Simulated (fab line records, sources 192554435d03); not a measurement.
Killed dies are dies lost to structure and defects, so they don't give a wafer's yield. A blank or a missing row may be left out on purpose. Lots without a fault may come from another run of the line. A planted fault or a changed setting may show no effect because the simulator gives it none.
Chamber matching | flow n5_finfet | N5_BEOL_M2_DESCUM_16 on rie_diel-01: 4 sister chambers
The step chemistry O2, time 7 s. 18 wafers are shown with their chamber, then 9 later ones without.

WAFERS WITH THEIR CHAMBER
wafer  | chamber | drypump_motor_current_A (A) | throttle_valve_pct (%) | showerhead_plenum_p_Torr (Torr)
L076.3 | 2       | 6.4                         | 19.95                  | 2.13
L076.5 | 1       | 5.1                         | 20.25                  | 2.07
L076.6 | 0       | 4.9                         | 20.59                  | 2.04
L078.1 | 1       | 5.1                         | 20.26                  | 2.07
L078.3 | 2       | 6.4                         | 19.94                  | 2.13
L078.4 | 0       | 4.9                         | 20.61                  | 2.04
L079.1 | 3       | 5.2                         | 20.48                  | 2.05
L079.3 | 2       | 6.5                         | 19.96                  | 2.13
L079.4 | 2       | 6.5                         | 19.97                  | 2.13
L082.4 | 1       | 5.1                         | 20.27                  | 2.07
L082.5 | 2       | 6.4                         | 19.96                  | 2.12
L082.6 | 0       | 4.9                         | 20.61                  | 2.03
L085.2 | 0       | 4.9                         | 20.62                  | 2.03
L085.3 | 2       | 6.4                         | 19.97                  | 2.12
L085.5 | 2       | 6.4                         | 19.97                  | 2.12
L087.1 | 2       | 6.4                         | 19.98                  | 2.12
L087.3 | 0       | 4.9                         | 20.63                  | 2.03
L087.6 | 1       | 5.1                         | 20.30                  | 2.06

SIGNATURES (means of the wafers above)
reading                  | chamber 0 | chamber 1 | chamber 2 | chamber 3 | scatter within a chamber
drypump_motor_current_A  | 4.900     | 5.100     | 6.425     | 5.200     | 0.0327
throttle_valve_pct       | 20.6120   | 20.2700   | 19.9625   | 20.4800   | 0.0157
showerhead_plenum_p_Torr | 2.0340    | 2.0675    | 2.1250    | 2.0500    | 0.00531
Rule: a wafer's distance from a chamber is the root of the sum, over the readings, of the square of ((its reading less the chamber's mean) divided by the reading's scatter). The wafer belongs to the nearest chamber; if the next one is less than 2 further off, it can't be placed. The scatter: the root of (the sum of the squares of (reading less its chamber's mean) over the shown wafers, divided by (wafers less chambers)).

WAFERS WITHOUT THEIR CHAMBER
wafer  | drypump_motor_current_A (A) | throttle_valve_pct (%) | showerhead_plenum_p_Torr (Torr)
L089.4 | 5.0                         | 20.31                  | 2.06
L089.5 | 5.1                         | 20.32                  | 2.06
L089.6 | 6.4                         | 19.99                  | 2.12
L090.1 | 5.2                         | 20.14                  | 2.05
L090.3 | 5.1                         | 20.30                  | 2.06
L090.5 | 4.9                         | 20.63                  | 2.03
L091.3 | 4.9                         | 20.64                  | 2.03
L091.5 | 5.2                         | 20.15                  | 2.04
L091.6 | 6.4                         | 20.01                  | 2.12

WHICH CHAMBER EACH WENT THROUGH
wafer  | from the rows above | in truth
L089.4 | 1                   | 1
L089.5 | 1                   | 1
L089.6 | 2                   | 2
L090.1 | 1                   | 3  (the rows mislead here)
L090.3 | 1                   | 1
L090.5 | 0                   | 0
L091.3 | 0                   | 0
L091.5 | 1                   | 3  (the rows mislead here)
L091.6 | 2                   | 2
Placed correctly: 7 of 9. Can't be placed from these rows: 0. Placed wrongly: 2.
